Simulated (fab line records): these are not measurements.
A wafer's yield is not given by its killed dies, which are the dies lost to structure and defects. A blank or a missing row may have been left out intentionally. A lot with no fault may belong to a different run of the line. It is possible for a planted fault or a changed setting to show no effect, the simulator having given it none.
Which tool did it?	flow nand_harc	12 lots, 36 wafers sampled, at 6 steps of a route of 1302

## WHAT THE GAUGES READ, wafer by wafer
NHARC_A_ONON_D2_THK_MEAS_14: measures by ellipsometry.
lot	measured	on	thk_nm (nm)
L684	day 12 19:55	film_metro-01	996 997 998
L685	day 12 19:57	film_metro-01	996 996 995
L686	day 13 17:39	film_metro-02	996 995 996
L690	day 14 21:04	film_metro-02	715 718 717
L692	day 15 22:53	film_metro-02	721 721 722
L700	day 19 06:33	film_metro-02	1015 1013 1014
L701	day 19 19:17	film_metro-01	1006 1005 1004
L703	day 20 13:36	film_metro-02	1003 1002 1003
L704	day 21 09:26	film_metro-02	1003 1000 1001
L705	day 21 09:38	film_metro-01	993 994 994
L706	day 21 22:49	film_metro-01	1009 1010 1008
L707	day 21 22:40	film_metro-02	984 982 980

NHARC_END_SORT_01.
lot	measured	on	killed_at_array	killed_at_other	killed_at_periphery	killed_dies	killed_open	killed_short
L690	day 26 18:44	prober-01	672 672 675	0 1 0	5 4 2	677 677 677	4 4 3	2 1 1
L692	day 27 15:56	prober-01	672 670 669	0 1 3	5 6 5	677 677 677	2 6 2	1 1 3

## EACH LOT AND THE TOOL THAT RAN IT (in order: tool; ch and the chambers of the sampled wafers; start)
lot	NHARC_A_CHANNEL_FILL_D1_ALD_16	NHARC_A_CHANNEL_FILL_D1_ETCHBACK_19	NHARC_A_DECK1_JOINT_CMP_13	NHARC_A_ONON_D2_DEP_12
L684	ald_hk-01 ch 0,2,3, day 9 12:29	rie_si-06 ch 0,2, day 10 05:04	cmp-02 ch 0,1,2, day 11 15:20	pecvd_onon-02 ch 0, day 12 19:28
L685	ald_hk-01 ch 2,3, day 9 15:39	rie_si-04 ch 1,2,3, day 10 05:04	cmp-04 ch 0,1,3, day 11 15:22	pecvd_onon-01 ch 0, day 12 19:26
L686	ald_hk-02 ch 0,1,2, day 10 04:51	rie_si-06 ch 0,1, day 10 16:40	cmp-01 ch 0,1,3, day 12 16:23	pecvd_onon-02 ch 0, day 13 17:15
L690	ald_hk-02 ch 0,1,3, day 11 19:23	rie_si-04 ch 0,2,3, day 12 07:12	cmp-01 ch 2,3, day 13 21:06	pecvd_onon-02 ch 0, day 14 20:34
L692	ald_hk-03 ch 0,1,3, day 12 16:24	rie_si-04 ch 0,1, day 13 04:14	cmp-02 ch 0,1,2, day 14 15:36	pecvd_onon-02 ch 0, day 15 22:22
L700	ald_hk-03 ch 0,2, day 16 03:37	rie_si-06 ch 2,3, day 16 15:22	cmp-04 ch 0,1, day 18 02:01	pecvd_onon-02 ch 0, day 19 06:01
L701	ald_hk-01 ch 0,1,2, day 16 16:16	rie_si-06 ch 0,3, day 17 04:37	cmp-02 ch 0,1,3, day 18 15:27	pecvd_onon-03 ch 0, day 19 18:50
L703	ald_hk-01 ch 1,2, day 17 12:26	rie_si-02 ch 1,2,3, day 18 01:45	cmp-02 ch 0,1, day 19 11:30	pecvd_onon-03 ch 0, day 20 13:06
L704	ald_hk-01 ch 1,2,3, day 17 20:04	rie_si-02 ch 1,3, day 18 07:52	cmp-04 ch 0,2,3, day 20 05:10	pecvd_onon-02 ch 0, day 21 08:55
L705	ald_hk-02 ch 1,2,3, day 18 04:16	rie_si-04 ch 0,2,3, day 18 16:29	cmp-02 ch 0,2,3, day 20 07:58	pecvd_onon-03 ch 0, day 21 09:07
L706	ald_hk-01 ch 0,3, day 18 07:53	rie_si-04 ch 0,3, day 18 20:23	cmp-01 ch 0,1,3, day 20 20:26	pecvd_onon-02 ch 0, day 21 22:19
L707	ald_hk-01 ch 0,1,2, day 18 17:33	rie_si-06 ch 0,2,3, day 19 05:24	cmp-04 ch 0,1,2, day 20 20:25	pecvd_onon-01 ch 0, day 21 22:10
- NHARC_A_CHANNEL_FILL_D1_ALD_16: deposits SiO2, target thk 1.5 nm, pulse time 10 s, ald cycles 15.
- NHARC_A_CHANNEL_FILL_D1_ETCHBACK_19: etches the open film in HBr/Cl2, target depth 5 nm, time 1.7 s.
- NHARC_A_DECK1_JOINT_CMP_13: polishes, target thk 51.023 nm.
- NHARC_A_ONON_D2_DEP_12: target thk 1000 nm.

## WHAT THE TOOLS THEMSELVES READ (means of the sampled wafers that have a number; where no wafer has one, the mark that the record gives instead)
NHARC_A_CHANNEL_FILL_D1_ALD_16.
lot	tool	heater_power_w (W)	precursor_pulse_height_rel
L684	ald_hk-01	452	1.006
L685	ald_hk-01	450	0.973
L686	ald_hk-02	456	0.987
L690	ald_hk-02	450	0.986
L692	ald_hk-03	437	0.991
L700	ald_hk-03	506	1.001
L701	ald_hk-01	469	0.984
L703	ald_hk-01	488	1.014
L704	ald_hk-01	458	0.992
L705	ald_hk-02	474	1.013
L706	ald_hk-01	429	0.999
L707	ald_hk-01	474	0.983

NHARC_A_CHANNEL_FILL_D1_ETCHBACK_19.
lot	tool	chamber_pressure_mTorr (mTorr)	drypump_motor_current_A (A)	oes_product_au (a.u.)	throttle_valve_pct (%)
L684	rie_si-06	15.009	5.9	0.992	26.411
L685	rie_si-04	14.992	5.7	0.999	26.407
L686	rie_si-06	14.991	6.0	0.994	26.397
L690	rie_si-04	14.996	5.8	1.004	26.414
L692	rie_si-04	14.987	5.9	0.998	26.399
L700	rie_si-06	14.999	6.2	0.996	26.404
L701	rie_si-06	15.004	6.2	0.998	26.409
L703	rie_si-02	14.994	5.8	0.995	26.419
L704	rie_si-02	15.012	5.9	0.998	26.399
L705	rie_si-04	15.005	5.8	0.996	26.399
L706	rie_si-04	15.000	6.2	1.002	26.404
L707	rie_si-06	14.998	6.1	0.999	26.405

NHARC_A_DECK1_JOINT_CMP_13.
lot	tool	motor_current_A (A)	pad_life_wafers	time_to_endpoint_s (s)
L684	cmp-02	11.4	67	8.3
L685	cmp-04	12.6	140	6.1
L686	cmp-01	12.7	327	9.1
L690	cmp-01	12.9	98	4.5
L692	cmp-02	11.6	368	10.8
L700	cmp-04	12.7	2	6.8
L701	cmp-02	11.5	146	11.7
L703	cmp-02	11.5	31	11.4
L704	cmp-04	12.3	206	9.3
L705	cmp-02	11.5	109	9.2
L706	cmp-01	12.6	392	9.0
L707	cmp-04	12.6	253	7.3

## THE ANSWER, worked out from the rows above alone
Rule: the usual values come from the lots themselves. Put in order of their means at a reading, lots are off if they are a third of the lots or fewer, leave a main group of 4 or more, and stand apart from it by a gap of 3 or more times the standard deviation of the main group's means; of several such gaps the widest counts. Not used: any main group whose means are identical at the precision the tables above print for the reading. A lot without any number at a reading at which 4 lots or more have one is off too. All remaining lots with rows at the step are treated as sound. Order of review: gauges by route order, followed by the tools' own readings, for which a lot's mean as printed above is used. At the first step where some lot is off, the reading lying furthest off is the one used; lots without a number count as furthest.
Off: L690, L692 (NHARC_A_ONON_D2_THK_MEAS_14, thk_nm). The main group has a mean of 1000 nm with a standard deviation of 8.5.
If a tool, at a process step before that reading, ran all the lots that are off and no sound lot after the first of them, it fits. Those tools and the gauges at NHARC_A_ONON_D2_THK_MEAS_14 are tried in the same way. Not one of the candidates tried fits.

## WHAT THE SIMULATOR HAD PUT IN
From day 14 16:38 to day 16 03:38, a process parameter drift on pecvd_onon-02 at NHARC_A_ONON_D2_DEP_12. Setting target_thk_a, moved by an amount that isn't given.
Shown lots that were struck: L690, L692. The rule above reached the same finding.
